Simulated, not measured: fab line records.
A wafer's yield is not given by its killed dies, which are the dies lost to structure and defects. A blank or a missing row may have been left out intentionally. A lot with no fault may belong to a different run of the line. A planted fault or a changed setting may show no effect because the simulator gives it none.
Matching of chambers || flow n5Finfet || pecvd-04 running N5_BEOL_M10_DEP_56: 3 sister chambers
The step deposits SiCN from 3MS/NH3, target thk 15 nm, time 26.5 s. 20 wafers are shown with their chamber, then 10 later ones without.

## WAFERS PAIRED WITH THEIR CHAMBERS
{"wafer": "L075.2", "chamber": 0, "showerheadVppV (V)": 921, "throttleValvePct (%)": 8.5, "showerheadPlenumPTorr (Torr)": 3.657}
{"wafer": "L075.5", "chamber": 0, "showerheadVppV (V)": 914, "throttleValvePct (%)": 8.7, "showerheadPlenumPTorr (Torr)": 3.664}
{"wafer": "L075.6", "chamber": 1, "showerheadVppV (V)": 853, "throttleValvePct (%)": 8.9, "showerheadPlenumPTorr (Torr)": 3.663}
{"wafer": "L076.1", "chamber": 2, "showerheadVppV (V)": 913, "throttleValvePct (%)": 8.8, "showerheadPlenumPTorr (Torr)": 3.661}
{"wafer": "L076.4", "chamber": 1, "showerheadVppV (V)": 842, "throttleValvePct (%)": 8.8, "showerheadPlenumPTorr (Torr)": 3.668}
{"wafer": "L076.6", "chamber": 2, "showerheadVppV (V)": 904, "throttleValvePct (%)": 8.1, "showerheadPlenumPTorr (Torr)": 3.660}
{"wafer": "L083.2", "chamber": 0, "showerheadVppV (V)": 913, "throttleValvePct (%)": 8.6, "showerheadPlenumPTorr (Torr)": 3.650}
{"wafer": "L083.5", "chamber": 2, "showerheadVppV (V)": 891, "throttleValvePct (%)": 8.4, "showerheadPlenumPTorr (Torr)": 3.653}
{"wafer": "L083.6", "chamber": 1, "showerheadVppV (V)": 871, "throttleValvePct (%)": 8.8, "showerheadPlenumPTorr (Torr)": 3.666}
{"wafer": "L089.1", "chamber": 0, "showerheadVppV (V)": 898, "throttleValvePct (%)": 8.9, "showerheadPlenumPTorr (Torr)": 3.661}
{"wafer": "L089.2", "chamber": 2, "showerheadVppV (V)": 890, "throttleValvePct (%)": 8.2, "showerheadPlenumPTorr (Torr)": 3.658}
{"wafer": "L089.3", "chamber": 0, "showerheadVppV (V)": 919, "throttleValvePct (%)": 8.6, "showerheadPlenumPTorr (Torr)": 3.657}
{"wafer": "L089.4", "chamber": 2, "showerheadVppV (V)": 899, "throttleValvePct (%)": 8.2, "showerheadPlenumPTorr (Torr)": 3.673}
{"wafer": "L089.5", "chamber": 0, "showerheadVppV (V)": 909, "throttleValvePct (%)": 8.8, "showerheadPlenumPTorr (Torr)": 3.665}
{"wafer": "L089.6", "chamber": 2, "showerheadVppV (V)": 902, "throttleValvePct (%)": 8.2, "showerheadPlenumPTorr (Torr)": 3.663}
{"wafer": "L090.1", "chamber": 0, "showerheadVppV (V)": 900, "throttleValvePct (%)": 8.7, "showerheadPlenumPTorr (Torr)": 3.659}
{"wafer": "L090.2", "chamber": 0, "showerheadVppV (V)": 900, "throttleValvePct (%)": 8.9, "showerheadPlenumPTorr (Torr)": 3.652}
{"wafer": "L090.5", "chamber": 0, "showerheadVppV (V)": 903, "throttleValvePct (%)": 8.5, "showerheadPlenumPTorr (Torr)": 3.655}
{"wafer": "L093.1", "chamber": 0, "showerheadVppV (V)": 914, "throttleValvePct (%)": 8.8, "showerheadPlenumPTorr (Torr)": 3.669}
{"wafer": "L093.2", "chamber": 2, "showerheadVppV (V)": 917, "throttleValvePct (%)": 7.7, "showerheadPlenumPTorr (Torr)": 3.658}

SIGNATURES, as means of the wafers listed above
{"reading": "showerheadVppV", "chamber 0": 909.10, "chamber 1": 855.33, "chamber 2": 902.29, "scatter within a chamber": 9.94}
{"reading": "throttleValvePct", "chamber 0": 8.700, "chamber 1": 8.833, "chamber 2": 8.229, "scatter within a chamber": 0.225}
{"reading": "showerheadPlenumPTorr", "chamber 0": 3.65890, "chamber 1": 3.66567, "chamber 2": 3.66086, "scatter within a chamber": 0.00575}
Rule: a wafer's distance from a chamber is the root of the sum, over the readings, of the square of ((its reading less the chamber's mean) divided by the reading's scatter). The wafer belongs to the nearest chamber; if the next one is less than 2 further off, it can't be placed. The scatter is the square root of a quotient: the sum, over the shown wafers, of each reading's squared deviation from its chamber's mean, divided by wafers minus chambers.

## WAFERS WITHOUT THEIR CHAMBER
{"wafer": "L093.3", "showerheadVppV (V)": 912, "throttleValvePct (%)": 8.6, "showerheadPlenumPTorr (Torr)": 3.661}
{"wafer": "L093.4", "showerheadVppV (V)": 912, "throttleValvePct (%)": 8.2, "showerheadPlenumPTorr (Torr)": 3.663}
{"wafer": "L093.5", "showerheadVppV (V)": 900, "throttleValvePct (%)": 8.5, "showerheadPlenumPTorr (Torr)": 3.660}
{"wafer": "L093.6", "showerheadVppV (V)": 923, "throttleValvePct (%)": 8.9, "showerheadPlenumPTorr (Torr)": 3.666}
{"wafer": "L094.2", "showerheadVppV (V)": 903, "throttleValvePct (%)": 8.6, "showerheadPlenumPTorr (Torr)": 3.662}
{"wafer": "L094.3", "showerheadVppV (V)": 857, "throttleValvePct (%)": 8.7, "showerheadPlenumPTorr (Torr)": 3.660}
{"wafer": "L094.5", "showerheadVppV (V)": 861, "throttleValvePct (%)": 9.0, "showerheadPlenumPTorr (Torr)": 3.666}
{"wafer": "L097.1", "showerheadVppV (V)": 912, "throttleValvePct (%)": 8.7, "showerheadPlenumPTorr (Torr)": 3.661}
{"wafer": "L097.3", "showerheadVppV (V)": 862, "throttleValvePct (%)": 9.1, "showerheadPlenumPTorr (Torr)": 3.665}
{"wafer": "L097.5", "showerheadVppV (V)": 910, "throttleValvePct (%)": 8.3, "showerheadPlenumPTorr (Torr)": 3.655}

## WHICH CHAMBER EACH ONE RAN IN
{"wafer": "L093.3", "from the rows above": "can't be placed: 0 or 2", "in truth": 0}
{"wafer": "L093.4", "from the rows above": "can't be placed: 2 or 0", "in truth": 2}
{"wafer": "L093.5", "from the rows above": "can't be placed: 2 or 0", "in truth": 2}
{"wafer": "L093.6", "from the rows above": "can't be placed: 0 or 2", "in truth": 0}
{"wafer": "L094.2", "from the rows above": "can't be placed: 0 or 2", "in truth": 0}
{"wafer": "L094.3", "from the rows above": 1, "in truth": 1}
{"wafer": "L094.5", "from the rows above": 1, "in truth": 1}
{"wafer": "L097.1", "from the rows above": "can't be placed: 0 or 2", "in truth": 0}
{"wafer": "L097.3", "from the rows above": 1, "in truth": 1}
{"wafer": "L097.5", "from the rows above": "can't be placed: 2 or 0", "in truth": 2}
Correctly placed: 3 of 10. Can't be placed from these rows: 7 (the true chamber is among the candidates in 7). 0 placed wrongly.
